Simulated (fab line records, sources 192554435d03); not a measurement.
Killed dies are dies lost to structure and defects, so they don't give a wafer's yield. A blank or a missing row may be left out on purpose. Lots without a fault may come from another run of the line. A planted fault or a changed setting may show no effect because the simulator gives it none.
Which tool did it? | flow n5_finfet | 24 lots, 72 wafers sampled, at 6 steps of a route of 1938

WHAT THE GAUGES READ, wafer by wafer
N5_BEOL_M6_RS_MEAS_57: measures by four-point-probe.
lot  | measured     | on            | M6_RS (ohm/sq)
L074 | day 8 23:32  | film_metro-02 | 0.280 0.290 0.294
L075 | day 8 23:59  | film_metro-02 | 0.281 0.281 0.285
L076 | day 9 04:13  | film_metro-01 | 0.283 0.281 0.277
L077 | day 9 11:55  | film_metro-02 | 0.284 0.281 0.285
L078 | day 9 18:27  | film_metro-02 | 0.284 0.290 0.285
L080 | day 10 05:55 | film_metro-01 | 0.283 0.282 0.281
L079 | day 10 08:25 | film_metro-01 | 0.290 0.275 0.274
L081 | day 10 15:17 | film_metro-02 | 0.278 0.286 0.288
L082 | day 10 20:09 | film_metro-01 | 0.288 0.289 0.288
L084 | day 11 01:29 | film_metro-01 | 0.280 0.279 0.279
L083 | day 11 10:16 | film_metro-02 | 0.285 0.283 0.297
L085 | day 11 11:25 | film_metro-02 | 0.276 0.287 0.291
L086 | day 11 20:17 | film_metro-01 | 0.285 0.288 0.288
L087 | day 12 13:20 | film_metro-02 | 0.288 0.287 0.286
L088 | day 12 15:07 | film_metro-01 | 0.282 0.286 0.294
L090 | day 12 16:41 | film_metro-02 | 0.278 0.286 0.275
L092 | day 12 19:34 | film_metro-01 | 0.288 0.282 0.284
L089 | day 12 21:20 | film_metro-01 | 0.284 0.294 0.280
L091 | day 12 21:42 | film_metro-01 | 0.277 0.280 0.288
L093 | day 13 18:34 | film_metro-01 | 0.272 0.277 0.276
L094 | day 13 17:51 | film_metro-02 | 0.279 0.280 0.282
L096 | day 14 13:47 | film_metro-02 | 0.291 0.280 0.279
L095 | day 14 22:35 | film_metro-02 | 0.287 0.285 0.293
L097 | day 15 02:51 | film_metro-01 | 0.289 0.291 0.286

WHICH TOOL RAN EACH LOT (tool, then ch and the chambers of the sampled wafers, then the start)
lot  | N5_BEOL_M5_DESCUM_33               | N5_BEOL_M5_ETCH_75                 | N5_BEOL_M5_VIA_ETCH_34             | N5_BEOL_M6_ILD_DEP_00           | N5_BEOL_M6_DEGAS_44
L074 | rie_diel-02 ch 0,1,2, day 8 06:06  | rie_diel-02 ch 0,1,2, day 8 06:08  | rie_diel-02 ch 0,1,2, day 8 06:17  | pecvd-01 ch 0,1, day 8 14:49    | pvd_sputter-01, day 8 20:34
L075 | rie_diel-02 ch 0,2,3, day 8 06:35  | rie_diel-02 ch 0,2,3, day 8 06:37  | rie_diel-02 ch 0,2,3, day 8 06:46  | pecvd-01 ch 0,1,2, day 8 15:34  | pvd_sputter-02, day 8 20:50
L076 | rie_diel-05 ch 0,1,2, day 8 13:18  | rie_diel-05 ch 0,1,2, day 8 13:20  | rie_diel-05 ch 0,1,2, day 8 13:29  | pecvd-01 ch 1,2, day 8 20:28    | pvd_sputter-01, day 9 02:39
L077 | rie_diel-01 ch 0,1,2, day 8 22:19  | rie_diel-01 ch 0,1,2, day 8 22:22  | rie_diel-01 ch 0,1,2, day 8 22:30  | pecvd-04 ch 0,1,2, day 9 05:34  | pvd_sputter-01, day 9 09:52
L078 | rie_diel-02 ch 0,1,2, day 9 05:32  | rie_diel-02 ch 0,1,2, day 9 05:34  | rie_diel-02 ch 0,1,2, day 9 05:43  | pecvd-01 ch 0,1,2, day 9 12:46  | pvd_sputter-03, day 9 16:47
L080 | rie_diel-02 ch 0,1,3, day 9 13:41  | rie_diel-02 ch 0,1,3, day 9 13:43  | rie_diel-02 ch 0,1,3, day 9 13:52  | pecvd-01 ch 1,2, day 9 22:00    | pvd_sputter-02, day 10 03:04
L079 | rie_diel-05 ch 1,2,3, day 9 15:54  | rie_diel-05 ch 1,2,3, day 9 15:56  | rie_diel-05 ch 1,2,3, day 9 16:05  | pecvd-02 ch 0,1, day 9 23:58    | pvd_sputter-01, day 10 06:44
L081 | rie_diel-02 ch 1,2, day 9 22:25    | rie_diel-02 ch 1,2, day 9 22:27    | rie_diel-02 ch 1,2, day 9 22:36    | pecvd-01 ch 0,2, day 10 07:15   | pvd_sputter-01, day 10 13:13
L082 | rie_diel-02 ch 0,1,3, day 10 01:32 | rie_diel-02 ch 0,1,3, day 10 01:34 | rie_diel-02 ch 0,1,3, day 10 01:43 | pecvd-04 ch 1,2, day 10 09:35   | pvd_sputter-02, day 10 17:14
L084 | rie_diel-02 ch 0,3, day 10 08:20   | rie_diel-02 ch 0,3, day 10 08:22   | rie_diel-02 ch 0,3, day 10 08:31   | pecvd-02 ch 1,2, day 10 17:46   | pvd_sputter-02, day 10 22:36
L083 | rie_diel-01 ch 1,3, day 10 13:50   | rie_diel-01 ch 1,3, day 10 13:53   | rie_diel-01 ch 1,3, day 10 14:01   | pecvd-02 ch 1,2, day 10 23:19   | pvd_sputter-01, day 11 07:29
L085 | rie_diel-01 ch 0,2, day 10 19:18   | rie_diel-01 ch 0,2, day 10 19:20   | rie_diel-01 ch 0,2, day 10 19:29   | pecvd-01 ch 0,1,2, day 11 03:25 | pvd_sputter-03, day 11 09:27
L086 | rie_diel-01 ch 2,3, day 11 05:56   | rie_diel-01 ch 2,3, day 11 05:58   | rie_diel-01 ch 2,3, day 11 06:07   | pecvd-01 ch 0,2, day 11 13:02   | pvd_sputter-03, day 11 17:59
L087 | rie_diel-02 ch 0,2,3, day 11 20:39 | rie_diel-02 ch 0,2,3, day 11 20:41 | rie_diel-02 ch 0,2,3, day 11 20:50 | pecvd-02 ch 0,2, day 12 04:46   | pvd_sputter-01, day 12 09:10
L088 | rie_diel-05 ch 0,1,3, day 11 22:55 | rie_diel-05 ch 0,1,3, day 11 22:58 | rie_diel-05 ch 0,1,3, day 11 23:06 | pecvd-04 ch 1,2, day 12 07:31   | pvd_sputter-02, day 12 12:45
L090 | rie_diel-02 ch 1,2, day 12 01:53   | rie_diel-02 ch 1,2, day 12 01:55   | rie_diel-02 ch 1,2, day 12 02:04   | pecvd-04 ch 0,1,2, day 12 09:31 | pvd_sputter-01, day 12 15:07
L092 | rie_diel-05 ch 0,1,2, day 12 04:14 | rie_diel-05 ch 0,1,2, day 12 04:17 | rie_diel-05 ch 0,1,2, day 12 04:25 | pecvd-02 ch 0,1,2, day 12 12:15 | pvd_sputter-03, day 12 17:58
L089 | rie_diel-02 ch 1,3, day 12 05:50   | rie_diel-02 ch 1,3, day 12 05:53   | rie_diel-02 ch 1,3, day 12 06:01   | pecvd-01 ch 1,2, day 12 13:29   | pvd_sputter-01, day 12 19:11
L091 | rie_diel-01 ch 0,2,3, day 12 07:42 | rie_diel-01 ch 0,2,3, day 12 07:44 | rie_diel-01 ch 0,2,3, day 12 07:53 | pecvd-02 ch 0,1,2, day 12 15:29 | pvd_sputter-02, day 12 19:18
L093 | rie_diel-05 ch 0,2, day 12 23:54   | rie_diel-05 ch 0,2, day 12 23:56   | rie_diel-05 ch 0,2, day 13 00:05   | pecvd-02 ch 1,2, day 13 08:38   | pvd_sputter-03, day 13 17:00
L094 | rie_diel-05 ch 0,2, day 13 02:11   | rie_diel-05 ch 0,2, day 13 02:13   | rie_diel-05 ch 0,2, day 13 02:22   | pecvd-04 ch 0,2, day 13 10:30   | pvd_sputter-01, day 13 14:52
L096 | rie_diel-05 ch 0,2,3, day 13 16:21 | rie_diel-05 ch 0,2,3, day 13 16:23 | rie_diel-05 ch 0,2,3, day 13 16:32 | pecvd-02 ch 1,2, day 14 00:10   | pvd_sputter-01, day 14 11:13
L095 | rie_diel-02 ch 0,3, day 14 00:10   | rie_diel-02 ch 0,3, day 14 00:12   | rie_diel-02 ch 0,3, day 14 00:21   | pecvd-01 ch 1,2, day 14 11:33   | pvd_sputter-02, day 14 20:29
L097 | rie_diel-02 ch 1,2,3, day 14 00:40 | rie_diel-02 ch 1,2,3, day 14 00:42 | rie_diel-02 ch 1,2,3, day 14 00:51 | pecvd-02 ch 0,1, day 14 20:13   | pvd_sputter-01, day 15 01:06
- N5_BEOL_M5_DESCUM_33: chemistry O2, time 7 s.
- N5_BEOL_M5_ETCH_75: etches underlayer in N2/H2, target depth 6.5 nm, time 5.2 s.
- N5_BEOL_M5_VIA_ETCH_34: etches SiCOH lowk in C4F6/O2, target depth 88.3 nm, time 39.2 s.
- N5_BEOL_M6_ILD_DEP_00: deposits SiCOH lowk from DEMS/porogen, target thk 179.75 nm, time 33.4 s.
- N5_BEOL_M6_DEGAS_44: time 60 s.

WHAT THE TOOLS THEMSELVES READ (means of the sampled wafers that have a number; where no wafer has one, the mark that the record gives instead)
N5_BEOL_M5_DESCUM_33.
lot  | tool        | drypump_motor_current_A (A) | oes_product_au (a.u.) | rf_vpp_V (V) | showerhead_plenum_p_Torr (Torr) | throttle_valve_pct (%)
L074 | rie_diel-02 | 6.0                         | 0.85                  | 244.1        | 2.11                            | 20.46
L075 | rie_diel-02 | 5.8                         | 0.85                  | 242.8        | 2.11                            | 20.31
L076 | rie_diel-05 | 5.8                         | 0.86                  | 243.4        | 2.13                            | 20.33
L077 | rie_diel-01 | 5.9                         | 0.67                  | 243.5        | 2.12                            | 20.49
L078 | rie_diel-02 | 6.1                         | 0.83                  | 243.9        | 2.11                            | 20.47
L080 | rie_diel-02 | 5.8                         | 0.75                  | 242.9        | 2.09                            | 20.39
L079 | rie_diel-05 | 5.8                         | 0.79                  | 243.6        | 2.13                            | 20.30
L081 | rie_diel-02 | 6.3                         | 0.86                  | 243.3        | 2.11                            | 20.53
L082 | rie_diel-02 | 5.8                         | 0.75                  | 242.9        | 2.09                            | 20.41
L084 | rie_diel-02 | 5.5                         | 0.77                  | 242.7        | 2.10                            | 20.30
L083 | rie_diel-01 | 5.9                         | 0.70                  | 242.0        | 2.04                            | 20.50
L085 | rie_diel-01 | 5.8                         | 0.76                  | 244.4        | 2.15                            | 20.52
L086 | rie_diel-01 | 5.6                         | 0.70                  | 243.9        | 2.10                            | 20.76
L087 | rie_diel-02 | 5.8                         | 0.81                  | 244.4        | 2.11                            | 20.35
L088 | rie_diel-05 | 6.0                         | 0.79                  | 244.1        | 2.13                            | 20.39
L090 | rie_diel-02 | 6.3                         | 0.84                  | 243.7        | 2.11                            | 20.54
L092 | rie_diel-05 | 5.8                         | 0.83                  | 243.8        | 2.12                            | 20.36
L089 | rie_diel-02 | 6.1                         | 0.72                  | 242.9        | 2.08                            | 20.52
L091 | rie_diel-01 | 5.9                         | 0.78                  | 243.2        | 2.10                            | 20.51
L093 | rie_diel-05 | 5.9                         | 0.81                  | 243.4        | 2.12                            | 20.56
L094 | rie_diel-05 | 5.7                         | 0.80                  | 243.6        | 2.12                            | 20.48
L096 | rie_diel-05 | 5.9                         | 0.84                  | 244.3        | 2.13                            | 20.40
L095 | rie_diel-02 | 5.5                         | 0.73                  | 243.1        | 2.08                            | 20.29
L097 | rie_diel-02 | 6.1                         | 0.76                  | 243.4        | 2.09                            | 20.49

N5_BEOL_M5_ETCH_75.
lot  | tool        | drypump_motor_current_A (A) | etch_rf_on_time_s (s) | oes_product_au (a.u.) | rf_vpp_V (V) | showerhead_plenum_p_Torr (Torr) | throttle_valve_pct (%)
L074 | rie_diel-02 | 6.0                         | 5.06                  | 0.72                  | 525.6        | 2.57                            | 17.92
L075 | rie_diel-02 | 5.8                         | 5.09                  | 0.73                  | 524.7        | 2.58                            | 17.74
L076 | rie_diel-05 | 5.8                         | 5.12                  | 0.74                  | 525.8        | 2.58                            | 17.68
L077 | rie_diel-01 | 5.9                         | 5.20                  | 0.58                  | 525.4        | 2.58                            | 17.93
L078 | rie_diel-02 | 6.0                         | 5.09                  | 0.71                  | 525.8        | 2.56                            | 17.91
L080 | rie_diel-02 | 5.8                         | 5.12                  | 0.65                  | 523.6        | 2.55                            | 17.93
L079 | rie_diel-05 | 5.8                         | 5.25                  | 0.67                  | 526.0        | 2.60                            | 17.72
L081 | rie_diel-02 | 6.3                         | 4.93                  | 0.75                  | 525.2        | 2.57                            | 17.91
L082 | rie_diel-02 | 5.9                         | 5.12                  | 0.64                  | 524.9        | 2.55                            | 17.90
L084 | rie_diel-02 | 5.5                         | 5.14                  | 0.66                  | 525.1        | 2.56                            | 17.80
L083 | rie_diel-01 | 5.9                         | 5.27                  | 0.60                  | 522.8        | 2.48                            | 17.96
L085 | rie_diel-01 | 5.8                         | 5.20                  | 0.65                  | 526.3        | 2.61                            | 17.94
L086 | rie_diel-01 | 5.6                         | 5.23                  | 0.60                  | 522.1        | 2.56                            | 18.22
L087 | rie_diel-02 | 5.8                         | 5.13                  | 0.68                  | 524.0        | 2.56                            | 17.79
L088 | rie_diel-05 | 6.0                         | 5.23                  | 0.68                  | 523.9        | 2.59                            | 17.81
L090 | rie_diel-02 | 6.3                         | 5.01                  | 0.72                  | 523.2        | 2.57                            | 17.94
L092 | rie_diel-05 | 5.8                         | 5.16                  | 0.71                  | 525.1        | 2.57                            | 17.76
L089 | rie_diel-02 | 6.2                         | 5.08                  | 0.62                  | 522.7        | 2.52                            | 18.07
L091 | rie_diel-01 | 5.9                         | 5.15                  | 0.68                  | 523.8        | 2.55                            | 17.91
L093 | rie_diel-05 | 5.9                         | 5.09                  | 0.70                  | 524.2        | 2.57                            | 17.94
L094 | rie_diel-05 | 5.7                         | 5.13                  | 0.68                  | 523.8        | 2.57                            | 17.89
L096 | rie_diel-05 | 5.9                         | 5.14                  | 0.73                  | 525.4        | 2.59                            | 17.79
L095 | rie_diel-02 | 5.6                         | 5.23                  | 0.62                  | 524.4        | 2.54                            | 17.79
L097 | rie_diel-02 | 6.1                         | 5.14                  | 0.65                  | 523.4        | 2.54                            | 17.94

N5_BEOL_M5_VIA_ETCH_34.
lot  | tool        | drypump_motor_current_A (A) | oes_product_au (a.u.) | rf_vpp_V (V) | showerhead_plenum_p_Torr (Torr) | throttle_valve_pct (%)
L074 | rie_diel-02 | 6.0                         | 0.85                  | 664          | 2.87                            | 20.97
L075 | rie_diel-02 | 5.8                         | 0.85                  | 664          | 2.88                            | 20.80
L076 | rie_diel-05 | 5.8                         | 0.86                  | 667          | 2.89                            | 20.77
L077 | rie_diel-01 | 5.9                         | 0.67                  | 669          | 2.88                            | 20.92
L078 | rie_diel-02 | 6.0                         | 0.83                  | 664          | 2.87                            | 20.97
L080 | rie_diel-02 | 5.8                         | 0.75                  | 664          | 2.85                            | 20.88
L079 | rie_diel-05 | 5.8                         | 0.79                  | 670          | 2.90                            | 20.73
L081 | rie_diel-02 | 6.3                         | 0.88                  | 666          | 2.88                            | 21.01
L082 | rie_diel-02 | 5.8                         | 0.76                  | 664          | 2.85                            | 20.88
L084 | rie_diel-02 | 5.5                         | 0.77                  | 662          | 2.86                            | 20.80
L083 | rie_diel-01 | 5.9                         | 0.70                  | 663          | 2.78                            | 20.99
L085 | rie_diel-01 | 5.8                         | 0.77                  | 676          | 2.91                            | 20.92
L086 | rie_diel-01 | 5.6                         | 0.70                  | 674          | 2.85                            | 21.14
L087 | rie_diel-02 | 5.8                         | 0.80                  | 664          | 2.87                            | 20.84
L088 | rie_diel-05 | 6.0                         | 0.79                  | 664          | 2.90                            | 20.84
L090 | rie_diel-02 | 6.3                         | 0.84                  | 665          | 2.87                            | 21.03
L092 | rie_diel-05 | 5.8                         | 0.83                  | 666          | 2.88                            | 20.80
L089 | rie_diel-02 | 6.1                         | 0.72                  | 666          | 2.83                            | 21.00
L091 | rie_diel-01 | 5.9                         | 0.78                  | 672          | 2.85                            | 20.90
L093 | rie_diel-05 | 5.9                         | 0.81                  | 664          | 2.88                            | 20.97
L094 | rie_diel-05 | 5.7                         | 0.80                  | 669          | 2.87                            | 20.89
L096 | rie_diel-05 | 5.9                         | 0.85                  | 668          | 2.89                            | 20.81
L095 | rie_diel-02 | 5.6                         | 0.73                  | 664          | 2.84                            | 20.77
L097 | rie_diel-02 | 6.1                         | 0.77                  | 666          | 2.84                            | 20.96

N5_BEOL_M6_ILD_DEP_00.
lot  | tool     | heater_power_w (W) | showerhead_plenum_p_Torr (Torr) | throttle_valve_pct (%)
L074 | pecvd-01 | 231                | 5.722                           | 14.0
L075 | pecvd-01 | 237                | 5.729                           | 13.5
L076 | pecvd-01 | 245                | 5.727                           | 13.1
L077 | pecvd-04 | 354                | 5.732                           | 13.7
L078 | pecvd-01 | 242                | 5.727                           | 13.5
L080 | pecvd-01 | 257                | 5.738                           | 12.8
L079 | pecvd-02 | 292                | 5.733                           | 13.9
L081 | pecvd-01 | 267                | 5.727                           | 14.0
L082 | pecvd-04 | 407                | 5.726                           | 13.4
L084 | pecvd-02 | 364                | 5.734                           | 13.7
L083 | pecvd-02 | 375                | 5.743                           | 13.8
L085 | pecvd-01 | 239                | 5.728                           | 13.6
L086 | pecvd-01 | 271                | 5.735                           | 13.9
L087 | pecvd-02 | 372                | 5.734                           | 13.7
L088 | pecvd-04 | 410                | 5.722                           | 13.5
L090 | pecvd-04 | 379                | 5.726                           | 13.7
L092 | pecvd-02 | 349                | 5.727                           | 14.0
L089 | pecvd-01 | 280                | 5.732                           | 12.8
L091 | pecvd-02 | 334                | 5.743                           | 13.9
L093 | pecvd-02 | 319                | 5.735                           | 14.0
L094 | pecvd-04 | 381                | 5.733                           | 13.8
L096 | pecvd-02 | 312                | 5.730                           | 14.0
L095 | pecvd-01 | 248                | 5.737                           | 12.9
L097 | pecvd-02 | 293                | 5.739                           | 14.0

N5_BEOL_M6_DEGAS_44.
lot  | tool           | heater_power_w (W)
L074 | pvd_sputter-01 | 316
L075 | pvd_sputter-02 | 359
L076 | pvd_sputter-01 | 320
L077 | pvd_sputter-01 | 315
L078 | pvd_sputter-03 | 316
L080 | pvd_sputter-02 | 369
L079 | pvd_sputter-01 | 339
L081 | pvd_sputter-01 | 316
L082 | pvd_sputter-02 | 349
L084 | pvd_sputter-02 | 402
L083 | pvd_sputter-01 | 298
L085 | pvd_sputter-03 | 318
L086 | pvd_sputter-03 | 317
L087 | pvd_sputter-01 | 319
L088 | pvd_sputter-02 | 356
L090 | pvd_sputter-01 | 318
L092 | pvd_sputter-03 | 323
L089 | pvd_sputter-01 | 344
L091 | pvd_sputter-02 | 367
L093 | pvd_sputter-03 | 317
L094 | pvd_sputter-01 | 321
L096 | pvd_sputter-01 | 337
L095 | pvd_sputter-02 | 368
L097 | pvd_sputter-01 | 344

THE ANSWER, worked out from the rows above alone
Rule: what is usual is taken from the lots themselves. Put in order of their means at a reading, lots are off if they are a third of the lots or fewer, leave a main group of 4 or more, and stand apart from it by a gap of 3 or more times the standard deviation of the main group's means; of several such gaps the widest counts. A main group whose means are all the same, to the digits that the tables above print for the reading, isn't used. A lot without any number at a reading at which 4 lots or more have one is off too. The other lots that the step has rows for count as sound. The gauges are gone through in route order, then the tools' own readings, and for those a lot's mean is taken as printed above. The first step at which some lot is off is used, and at that step the reading that is off furthest; a lot without a number counts as furthest.
No lot is off at any reading shown: from this, nothing can be told.

WHAT THE SIMULATOR HAD PUT IN
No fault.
